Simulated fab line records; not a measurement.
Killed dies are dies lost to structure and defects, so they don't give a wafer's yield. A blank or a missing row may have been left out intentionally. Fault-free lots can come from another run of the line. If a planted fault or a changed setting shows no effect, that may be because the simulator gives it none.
fab line records ; flow n5_finfet
record lots=10; wafers=30; last_day=18
route steps=1938 shown BEOL_M10@1506 BEOL_M11@1539
lots untouched by any fault: they come from a run of this same line in which no faults occurred
start_h: start of the lot's first displayed wafer, in hours after the record's first day ; wait_h: time in hours since the lot's previous step ; " repeats the value in the row above ; L1.1+2: several wafers, shown together as one row ; - no value present, or no start provided ; * or withheld: withheld ; < > ~ a bound
route shown NAME@n: names a module that has steps shown in the file, with the first one's number in the route ; usual: the fault-free wafers' mean and standard deviation ; same: alike in all rows ; chamber/n: place in a boat ; sites: per-site readings ; _std_site: the values' standard deviation ; _edge_site: mean of outer sites minus mean of inner sites ; radius_mm: for every site, how far away it sits from the centre of the wafer ; mask NAME#n: copy n ; behind: the most recent tool/chamber to have shaped the wafer ; hold: why the lot was held/for how many hours/how that ended ; device: whichever transistor did not switch (one of n, p or np) ; end of line: tests of these same wafers at the route's end ; a step given without rows: its recipe and nothing more ; killed: dies that structure and defects cost at the first sort, which is not the same as the wafer's yield ; map: per-die view of a wafer (x killed, . not killed, _ where there is no die)
set.NAME: the setting the step ran with; set.NAME@STEP: the setting that earlier step ran with ; model.NAME: the simulator's own value behind a step, which no gauge read
the route's steps for a sample of lots (tables are steps, rows are wafers)
services: from which hour (start_h, from the record's first day; less than 0 if before it) a tool's chamber was out of use, for how many hours, and why
## steps
# step N5_BEOL_M10_ETCH_65
# recipe chemistry=CF4; target=SiARC; target_depth_a=390; mask_material=CAR-ArF; time_s=65; ion_energy_ev=80; pressure_mtorr=40; source_w=545; bias_w=36; Ar_flow_sccm=100; cf4_flow_sccm=100; ends=cleared
# usual drypump_motor_current_A=5.7/0.44; etch_rf_on_time_s=64.8/1.1; oes_product_au=0.68/0.07; rf_vpp_V=184.3/1.3; showerhead_plenum_p_Torr=2.16/0.076; throttle_valve_pct=15.62/0.25
lot.wafer;tool;chamber;start_h;wait_h;drypump_motor_current_A;etch_rf_on_time_s;oes_product_au;rf_hours_counter_h;rf_vpp_V;showerhead_plenum_p_Torr;throttle_valve_pct
L273.2;rie_diel-06;2;218.52;0.0;5.4;64.2;0.62;187;186.3;2.21;15.98
L273.3;rie_diel-06;3;218.52;0.0;6.4;64.9;0.65;146;184.1;2.15;15.88
L273.4;rie_diel-06;1;218.52;0.0;5.0;65.7;0.75;29;183.4;2.10;15.40
L274.1;rie_diel-06;0;231.35;0.0;5.7;64.1;0.75;39;183.8;2.09;15.38
L274.2;rie_diel-06;3;231.35;0.0;6.4;65.7;0.64;150;183.8;2.14;15.89
L274.5;rie_diel-06;3;231.35;0.0;6.4;65.2;0.64;-;185.7;2.14;15.90
L280.1;rie_diel-02;0;265.74;0.0;5.5;63.8;0.78;24;186.6;2.27;15.24
L280.2;rie_diel-02;3;265.74;0.0;5.9;64.9;0.62;161;183.7;2.06;15.50
L280.3;rie_diel-02;1;265.74;0.0;6.5;64.2;0.59;246;185.6;2.19;15.76
L285.3;rie_diel-02;2;290.47;0.0;6.1;64.2;0.64;148;185.0;2.23;15.53
L285.4;rie_diel-02;3;290.47;0.0;5.9;64.8;0.62;-;181.7;2.05;15.53
L285.5;rie_diel-02;0;290.47;0.0;5.5;63.9;0.76;-;186.5;2.26;15.25
L284.2;rie_diel-01;0;291.84;0.0;5.7;66.9;0.59;231;182.9;2.04;15.95
L284.5;rie_diel-01;0;291.84;0.0;5.6;66.6;0.59;-;184.1;2.04;15.94
L284.6;rie_diel-01;1;291.84;0.0;5.6;65.0;0.67;-;185.2;2.24;15.49
L286.1;rie_diel-06;2;309.10;0.0;5.4;64.1;0.61;225;183.4;2.20;16.07
L286.4;rie_diel-06;1;309.10;0.0;5.0;65.6;0.71;56;183.3;2.09;15.45
L286.5;rie_diel-06;3;309.10;0.0;6.4;65.0;0.62;-;182.7;2.13;15.96
L289.1;rie_diel-06;3;314.45;0.0;6.4;65.3;0.62;182;185.0;2.13;15.95
L289.2;rie_diel-06;0;314.45;0.0;5.7;64.9;0.71;74;182.0;2.08;15.44
L289.3;rie_diel-06;2;314.45;0.0;5.4;64.1;0.61;227;184.5;2.20;16.08
L291.4;rie_diel-06;0;325.14;0.0;5.7;64.5;0.70;78;183.8;2.08;15.48
L291.5;rie_diel-06;1;325.14;0.0;5.0;65.2;0.70;-;185.2;2.09;15.47
L291.6;rie_diel-06;2;325.14;0.0;5.4;63.6;0.61;-;184.5;2.20;16.08
L296.1;rie_diel-06;2;354.79;0.0;5.4;64.3;0.60;241;184.1;2.19;16.10
L296.3;rie_diel-06;1;354.79;0.0;5.0;64.8;0.71;-;183.4;2.08;15.48
L296.6;rie_diel-06;2;354.79;0.0;5.4;64.6;0.60;-;184.0;2.19;16.11
L290.3;rie_diel-02;0;371.61;0.0;5.5;63.8;0.73;63;184.7;2.25;15.29
L290.4;rie_diel-02;3;371.61;0.0;5.8;64.8;0.60;200;182.8;2.04;15.59
L290.6;rie_diel-02;1;371.61;0.0;6.5;62.7;0.76;-;184.0;2.17;15.32
# step N5_BEOL_M10_DEGAS_44
# recipe ambient=vacuum; temp_c=250; time_s=60
# usual heater_power_w=301/34
lot.wafer;tool;chamber;start_h;wait_h;heater_power_w
L273.2;pvd_sputter-03;-;219.65;0.4;330
L273.3;pvd_sputter-03;-;219.65;0.4;285
L273.4;pvd_sputter-03;-;219.65;0.4;262
L274.1;pvd_sputter-03;-;232.48;0.4;324
L274.2;pvd_sputter-03;-;232.48;0.4;301
L274.5;pvd_sputter-03;-;232.48;0.4;321
L280.1;pvd_sputter-01;-;267.75;1.1;250
L280.2;pvd_sputter-01;-;267.75;1.1;261
L280.3;pvd_sputter-01;-;267.75;1.1;372
L285.3;pvd_sputter-01;-;291.80;0.5;268
L285.4;pvd_sputter-01;-;291.80;0.5;321
L285.5;pvd_sputter-01;-;291.80;0.5;369
L284.2;pvd_sputter-03;-;293.15;0.5;296
L284.5;pvd_sputter-03;-;293.15;0.5;264
L284.6;pvd_sputter-03;-;293.15;0.5;286
L286.1;pvd_sputter-03;-;311.20;1.2;309
L286.4;pvd_sputter-03;-;311.20;1.2;264
L286.5;pvd_sputter-03;-;311.20;1.2;295
L289.1;pvd_sputter-01;-;315.45;0.3;319
L289.2;pvd_sputter-01;-;315.45;0.3;266
L289.3;pvd_sputter-01;-;315.45;0.3;373
L291.4;pvd_sputter-01;-;326.66;0.5;371
L291.5;pvd_sputter-01;-;326.66;0.5;254
L291.6;pvd_sputter-01;-;326.66;0.5;316
L296.1;pvd_sputter-01;-;356.20;0.5;261
L296.3;pvd_sputter-01;-;356.20;0.5;366
L296.6;pvd_sputter-01;-;356.20;0.5;248
L290.3;pvd_sputter-02;-;372.88;0.5;344
L290.4;pvd_sputter-02;-;372.88;0.5;318
L290.6;pvd_sputter-02;-;372.88;0.5;305
# step N5_BEOL_M10_ANNEAL_51
# recipe temp_c=225; time_s=90; ambient=N2
# usual wafer_temp_C_max=225.65/0.2
lot.wafer;tool;chamber;start_h;wait_h;wafer_temp_C_max
L273.2;rtp_anneal-01;0;222.53;0.1;225.73
L273.3;rtp_anneal-01;0;222.53;0.1;225.57
L273.4;rtp_anneal-01;0;222.53;0.1;225.70
L274.1;rtp_anneal-01;0;233.78;0.4;225.86
L274.2;rtp_anneal-01;0;233.78;0.4;225.35
L274.5;rtp_anneal-01;0;233.78;0.4;225.68
L280.1;rtp_anneal-01;0;268.86;0.1;225.55
L280.2;rtp_anneal-01;0;268.86;0.1;225.61
L280.3;rtp_anneal-01;0;268.86;0.1;225.85
L285.3;rtp_anneal-02;0;293.39;0.6;225.71
L285.4;rtp_anneal-02;0;293.39;0.6;225.53
L285.5;rtp_anneal-02;0;293.39;0.6;225.54
L284.2;rtp_anneal-01;0;294.24;0.1;225.35
L284.5;rtp_anneal-01;0;294.24;0.1;225.41
L284.6;rtp_anneal-01;0;294.24;0.1;225.15
L286.1;rtp_anneal-01;0;312.39;0.1;225.65
L286.4;rtp_anneal-01;0;312.39;0.1;225.75
L286.5;rtp_anneal-01;0;312.39;0.1;225.59
L289.1;rtp_anneal-02;0;317.32;0.5;225.69
L289.2;rtp_anneal-02;0;317.32;0.5;225.94
L289.3;rtp_anneal-02;0;317.32;0.5;225.72
L291.4;rtp_anneal-01;0;327.83;0.3;225.33
L291.5;rtp_anneal-01;0;327.83;0.3;225.72
L291.6;rtp_anneal-01;0;327.83;0.3;225.66
L296.1;rtp_anneal-01;0;357.19;0.1;225.56
L296.3;rtp_anneal-01;0;357.19;0.1;225.62
L296.6;rtp_anneal-01;0;357.19;0.1;225.40
L290.3;rtp_anneal-01;0;373.86;0.1;225.50
L290.4;rtp_anneal-01;0;373.86;0.1;225.69
L290.6;rtp_anneal-01;0;373.86;0.1;225.75
# step N5_BEOL_M11_PECVD_70
# recipe material=SiO2; target_thk_a=200; temp_c=400; precursor=TEOS/O2; pressure_torr=5.5; rf_w=450; teos_flow_sccm=53.8; gas=O2; flow_sccm=3000; time_s=22.7
# usual heater_power_w=701/94; showerhead_plenum_p_Torr=8.75/0.07; susceptor_temp_C=400.00/0.2; throttle_valve_pct=21.9/0.92
lot.wafer;tool;chamber;start_h;wait_h;heater_power_w;showerhead_plenum_p_Torr;susceptor_temp_C;throttle_valve_pct
L273.2;pecvd-04;2;223.90;0.0;928;8.77;399.83;20.8
L273.3;pecvd-04;0;223.90;0.0;633;8.74;399.74;22.0
L273.4;pecvd-04;2;223.90;0.0;900;8.75;399.79;20.9
L274.1;pecvd-02;1;235.20;0.0;651;8.88;400.19;23.7
L274.2;pecvd-02;0;235.20;0.0;762;8.68;400.00;22.5
L274.5;pecvd-02;1;235.20;0.0;651;8.85;400.06;23.8
L280.1;pecvd-04;1;270.28;0.0;700;8.76;399.74;21.0
L280.2;pecvd-04;2;270.28;0.0;924;8.74;399.82;21.1
L280.3;pecvd-04;0;270.28;0.0;671;8.74;399.92;21.6
L285.3;pecvd-04;1;294.82;0.0;705;8.76;400.16;20.9
L285.4;pecvd-04;0;294.82;0.0;600;8.72;400.05;21.7
L285.5;pecvd-04;2;294.82;0.0;900;8.72;419.29;21.1
L284.2;pecvd-04;2;295.61;0.0;1054;8.75;419.17;20.9
L284.5;pecvd-04;2;295.61;0.0;1035;8.76;419.36;21.1
L284.6;pecvd-04;0;295.61;0.0;627;8.72;400.00;22.1
L286.1;pecvd-04;2;313.83;0.0;1046;8.75;419.03;21.1
L286.4;pecvd-04;0;313.83;0.0;614;8.71;400.06;21.7
L286.5;pecvd-04;1;313.83;0.0;770;8.73;400.10;21.4
L289.1;pecvd-01;1;319.03;0.0;627;8.89;400.01;22.8
L289.2;pecvd-01;2;319.03;0.0;623;8.67;399.78;21.4
L289.3;pecvd-01;0;319.03;0.0;733;8.79;399.70;22.3
L291.4;pecvd-01;2;329.22;0.1;551;8.69;400.11;21.3
L291.5;pecvd-01;1;329.22;0.1;608;8.91;399.91;22.8
L291.6;pecvd-01;0;329.22;0.1;761;8.77;400.18;22.2
L296.1;pecvd-02;2;358.61;0.0;575;8.70;399.91;21.0
L296.3;pecvd-02;1;358.61;0.0;644;8.84;399.86;23.5
L296.6;pecvd-02;0;358.61;0.0;659;8.69;400.18;22.9
L290.3;pecvd-02;1;375.29;0.0;590;8.85;400.13;23.5
L290.4;pecvd-02;2;375.29;0.0;692;8.71;400.22;21.1
L290.6;pecvd-02;1;375.29;0.0;599;8.87;400.25;23.7
# step N5_BEOL_M11_CMP_52
# recipe stop_on=SiCOH_lowk; t_overpolish_s=7; down_force_psi=1; platen_rpm=50; clearing_platen_down_force_psi=1.5; clearing_platen_rpm=50; post_cmp_clean=cu_alkaline; target_thk_nm=140; clearing_platen_pad_velocity_m_s=0.99484; pad_velocity_m_s=0.99484
# usual barrier_field_endpoint_s=29.2/0.66; motor_current_A=6.4/0.75; slurry_flow_ml_min=150.0/0.42
lot.wafer;tool;chamber;start_h;wait_h;barrier_field_endpoint_s;motor_current_A;slurry_flow_ml_min
L273.3;cmp-03;1;231.33;0.2;29.1;6.6;150.3
L273.2;cmp-03;2;231.33;0.2;29.7;7.1;150.2
L273.4;cmp-03;0;231.33;0.2;29.9;5.7;149.9
L274.2;cmp-03;0;243.57;0.2;30.0;5.7;150.3
L274.1;cmp-03;1;243.57;0.2;30.4;6.3;149.9
L274.5;cmp-03;3;243.57;0.2;29.7;6.2;150.2
L280.2;cmp-02;0;277.93;0.2;29.7;6.0;150.2
L280.1;cmp-02;1;277.93;0.2;28.9;6.8;149.1
L280.3;cmp-02;2;277.93;0.2;29.8;6.5;149.6
L285.4;cmp-02;0;302.26;0.2;28.9;5.5;150.2
L285.3;cmp-02;1;302.26;0.2;28.1;6.7;149.3
L285.5;cmp-02;2;302.26;0.2;26.9;6.9;149.9
L284.2;cmp-01;1;304.79;0.3;26.3;6.5;150.0
L284.6;cmp-01;2;304.79;0.3;29.3;4.8;150.1
L284.5;cmp-01;3;304.79;0.3;26.4;8.1;149.7
L286.1;cmp-02;2;320.62;0.3;26.2;6.9;149.5
L286.4;cmp-02;3;320.62;0.3;29.7;5.4;150.8
L286.5;cmp-02;1;320.62;0.3;30.0;6.7;149.9
L289.3;cmp-01;2;326.44;0.2;30.0;5.1;150.8
L289.2;cmp-01;0;326.44;0.2;29.6;7.1;149.9
L289.1;cmp-01;1;326.44;0.2;29.6;6.5;150.4
L291.4;cmp-03;2;334.64;0.5;27.9;7.1;150.7
L291.5;cmp-03;3;334.64;0.5;29.9;6.7;149.7
L291.6;cmp-03;0;334.64;0.5;28.9;5.9;149.9
L296.3;cmp-02;1;368.92;0.3;28.9;6.6;150.1
L296.1;cmp-02;0;368.92;0.3;29.0;6.0;149.1
L296.6;cmp-02;2;368.92;0.3;29.4;6.9;150.1
L290.4;cmp-03;2;382.94;0.1;29.0;7.4;149.8
L290.3;cmp-03;1;382.94;0.1;29.2;6.1;150.0
L290.6;cmp-03;3;382.94;0.1;29.6;6.6;150.6
## services
tool;chamber;start_h;hours;kind
rie_diel-02;1;195.81;5.5;repair
rie_diel-02;3;198.03;6.0;repair
cmp-03;-;198.27;1.0;repair
cmp-02;-;218.33;5.7;pm
pecvd-02;-;227.83;0.8;repair
pecvd-04;2;239.49;10.0;repair
rie_diel-02;-;241.53;15.6;pm
cmp-02;-;247.72;1.5;repair
cmp-02;-;263.21;4.0;pm
rie_diel-06;1;266.28;23.2;repair
cmp-01;-;272.53;4.6;pm
cmp-03;-;282.73;4.0;pm
cmp-01;-;303.39;0.9;repair
pecvd-01;0;308.57;10.3;repair
cmp-03;-;310.68;2.1;pm
cmp-03;-;321.71;1.7;repair
pecvd-04;-;324.79;6.0;pm
cmp-01;-;328.46;8.8;repair
cmp-02;-;330.03;11.7;pm
pecvd-01;-;334.76;2.8;pm
pvd_sputter-03;-;340.49;2.0;repair
rie_diel-06;3;353.66;29.7;repair
rie_diel-06;1;363.58;4.0;repair
cmp-01;-;381.69;0.7;repair
## key
first_sign step=N5_BEOL_M11_PECVD_70; reading=susceptor_temp_C; direction=up; sigmas=96; usual=*; struck=*
effect step=N5_BEOL_M11_CMP_52; reading=barrier_field_endpoint_s; direction=down; sigmas=4.1; usual=29.2; struck=26.5
met_at N5_BEOL_M11_PECVD_70
struck_lots L284,L285,L286
struck_wafers L284.2,L284.5,L285.5,L286.1
not_acting_at N5_BEOL_M10_ETCH_65,N5_BEOL_M10_DEGAS_44,N5_BEOL_M10_ANNEAL_51
onset_between 270.28 294.82
fault kind=process_parameter_drift; tool=pecvd-04; chamber=2; onset_h=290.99; steps=N5_BEOL_M11_PECVD_70; channel=temp_c; offset=*; shape=step; end_h=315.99; acts_in=*; stated=*
